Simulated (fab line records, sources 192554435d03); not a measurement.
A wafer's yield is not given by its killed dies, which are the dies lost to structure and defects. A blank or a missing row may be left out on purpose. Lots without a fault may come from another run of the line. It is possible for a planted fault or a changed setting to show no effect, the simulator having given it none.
Split-lot experiment :: flow n5Finfet :: 18 wafers read across 7 lots, on a route 1938 steps long

## SPLIT DETAILS
At N5_BEOL_M1_SPUTTER_48 (material Cu, target thk 4.5 nm, time 8.29 s), the setting timeS was moved away from the recipe's 8.29 s on 5 of the 18 wafers read, by -11.2% to +13.7%. This setting was run at the recipe's value on the other wafers.

The split's own step is where the reading is taken.

## THE READING
Cu_of_BEOL_M1_SPUTTER_48.thkNm (the simulator's own value, which no gauge read), in nm, at N5_BEOL_M1_SPUTTER_48 (material Cu, target thk 4.5 nm, time 8.29 s). The file gives no usual value for it. Here, 13 wafers ran the recipe; their average is 4.5 nm with a standard deviation of 0.18 nm.

wafer: L074.2
tool, chamber at the split: pvdSputter-03, -
timeS as run, s: 7.362
against the recipe: -11.2%
Cu_of_BEOL_M1_SPUTTER_48.thkNm, nm: 4
against lot-mates on the recipe: -0.6

wafer: L074.5
tool, chamber at the split: pvdSputter-03, -
timeS as run, s: 8.29
against the recipe: recipe
Cu_of_BEOL_M1_SPUTTER_48.thkNm, nm: 4.6
against lot-mates on the recipe: -

wafer: L080.1
tool, chamber at the split: pvdSputter-02, -
timeS as run, s: 8.29
against the recipe: recipe
Cu_of_BEOL_M1_SPUTTER_48.thkNm, nm: 4.2
against lot-mates on the recipe: -

wafer: L080.2
tool, chamber at the split: pvdSputter-02, -
timeS as run, s: 8.29
against the recipe: recipe
Cu_of_BEOL_M1_SPUTTER_48.thkNm, nm: 4.4
against lot-mates on the recipe: -

wafer: L080.5
tool, chamber at the split: pvdSputter-02, -
timeS as run, s: 8.29
against the recipe: recipe
Cu_of_BEOL_M1_SPUTTER_48.thkNm, nm: 4.4
against lot-mates on the recipe: -

wafer: L081.1
tool, chamber at the split: pvdSputter-02, -
timeS as run, s: 8.29
against the recipe: recipe
Cu_of_BEOL_M1_SPUTTER_48.thkNm, nm: 4.4
against lot-mates on the recipe: -

wafer: L081.2
tool, chamber at the split: pvdSputter-02, -
timeS as run, s: 8.29
against the recipe: recipe
Cu_of_BEOL_M1_SPUTTER_48.thkNm, nm: 4.4
against lot-mates on the recipe: -

wafer: L081.5
tool, chamber at the split: pvdSputter-02, -
timeS as run, s: 9.424
against the recipe: +13.7%
Cu_of_BEOL_M1_SPUTTER_48.thkNm, nm: 5
against lot-mates on the recipe: +0.6

wafer: L084.2
tool, chamber at the split: pvdSputter-03, -
timeS as run, s: 8.29
against the recipe: recipe
Cu_of_BEOL_M1_SPUTTER_48.thkNm, nm: 4.2
against lot-mates on the recipe: -

wafer: L084.4
tool, chamber at the split: pvdSputter-03, -
timeS as run, s: 8.29
against the recipe: recipe
Cu_of_BEOL_M1_SPUTTER_48.thkNm, nm: 4.4
against lot-mates on the recipe: -

wafer: L086.1
tool, chamber at the split: pvdSputter-02, -
timeS as run, s: 8.29
against the recipe: recipe
Cu_of_BEOL_M1_SPUTTER_48.thkNm, nm: 4.4
against lot-mates on the recipe: -

wafer: L086.3
tool, chamber at the split: pvdSputter-02, -
timeS as run, s: 8.29
against the recipe: recipe
Cu_of_BEOL_M1_SPUTTER_48.thkNm, nm: 4.6
against lot-mates on the recipe: -

wafer: L086.5
tool, chamber at the split: pvdSputter-02, -
timeS as run, s: 8.29
against the recipe: recipe
Cu_of_BEOL_M1_SPUTTER_48.thkNm, nm: 4.6
against lot-mates on the recipe: -

wafer: L087.3
tool, chamber at the split: pvdSputter-02, -
timeS as run, s: 8.29
against the recipe: recipe
Cu_of_BEOL_M1_SPUTTER_48.thkNm, nm: 4.8
against lot-mates on the recipe: -

wafer: L087.5
tool, chamber at the split: pvdSputter-02, -
timeS as run, s: 7.377
against the recipe: -11.0%
Cu_of_BEOL_M1_SPUTTER_48.thkNm, nm: 4.2
against lot-mates on the recipe: -0.6

wafer: L087.6
tool, chamber at the split: pvdSputter-02, -
timeS as run, s: 7.377
against the recipe: -11.0%
Cu_of_BEOL_M1_SPUTTER_48.thkNm, nm: 4.2
against lot-mates on the recipe: -0.6

wafer: L091.5
tool, chamber at the split: pvdSputter-01, -
timeS as run, s: 7.765
against the recipe: -6.3%
Cu_of_BEOL_M1_SPUTTER_48.thkNm, nm: 4.4
against lot-mates on the recipe: -0.4

wafer: L091.6
tool, chamber at the split: pvdSputter-01, -
timeS as run, s: 8.29
against the recipe: recipe
Cu_of_BEOL_M1_SPUTTER_48.thkNm, nm: 4.8
against lot-mates on the recipe: -

FIT RESULTS
A straight line over all 18 wafers: Cu_of_BEOL_M1_SPUTTER_48.thkNm changes by +0.0327 nm for each +1% of timeS; r = +0.74; the points scatter about the line by 0.17 nm.
The same after taking each lot's own level away (the mean of its wafers on the recipe; 18 wafers): +0.0509 nm for each +1%; r = +0.97; scatter 0.074 nm.
The reading moves by 0.7 nm for the largest change in timeS, on that fit.
Across the lots, their own levels run from 4.30 to 4.80 nm, a range of 2.7 times the standard deviation given above.
So the lot-to-lot level blurs the effect unless lot-mates are compared.
Check: +0.749 nm against its lot-mates is what the line predicts for one of the wafers moved furthest among these (+13.7%) when that wafer is left out of the fit. It came out at +0.6 nm against them.

## OTHER SPLITS APPLIED TO THESE WAFERS
Note: prior to the reading, these wafers also went through further splits. Each is held against what the fit with the lots' levels taken away leaves over:
other split on the same wafers: N5_MOL_CONTACT_COAG_COAT_77 spinRpm
wafers away from the commonest value: 5
r with Cu_of_BEOL_M1_SPUTTER_48.thkNm (lot level and that fit taken away): -0.21

other split on the same wafers: N5_MOL_CONTACT_COAG_EXPOSE_37 doseMj
wafers away from the commonest value: 4
r with Cu_of_BEOL_M1_SPUTTER_48.thkNm (lot level and that fit taken away): -0.11

other split on the same wafers: N5_MOL_CONTACT_COAG_DESCUM_45 timeS
wafers away from the commonest value: 8
r with Cu_of_BEOL_M1_SPUTTER_48.thkNm (lot level and that fit taken away): -0.14

other split on the same wafers: N5_BEOL_M0_SAQP_SPACER2_ALD_26 targetThkA
wafers away from the commonest value: 4
r with Cu_of_BEOL_M1_SPUTTER_48.thkNm (lot level and that fit taken away): +0.17

other split on the same wafers: N5_BEOL_M0_ETCH_128 sourceW
wafers away from the commonest value: 5
r with Cu_of_BEOL_M1_SPUTTER_48.thkNm (lot level and that fit taken away): +0.21

other split on the same wafers: N5_BEOL_M1_ETCH_64 sourceW
wafers away from the commonest value: 3
r with Cu_of_BEOL_M1_SPUTTER_48.thkNm (lot level and that fit taken away): -0.10

## FILE'S OWN FIT
Cu_of_BEOL_M1_SPUTTER_48.thkNm changes by +0.0503 nm for each +1% of timeS, r = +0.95.
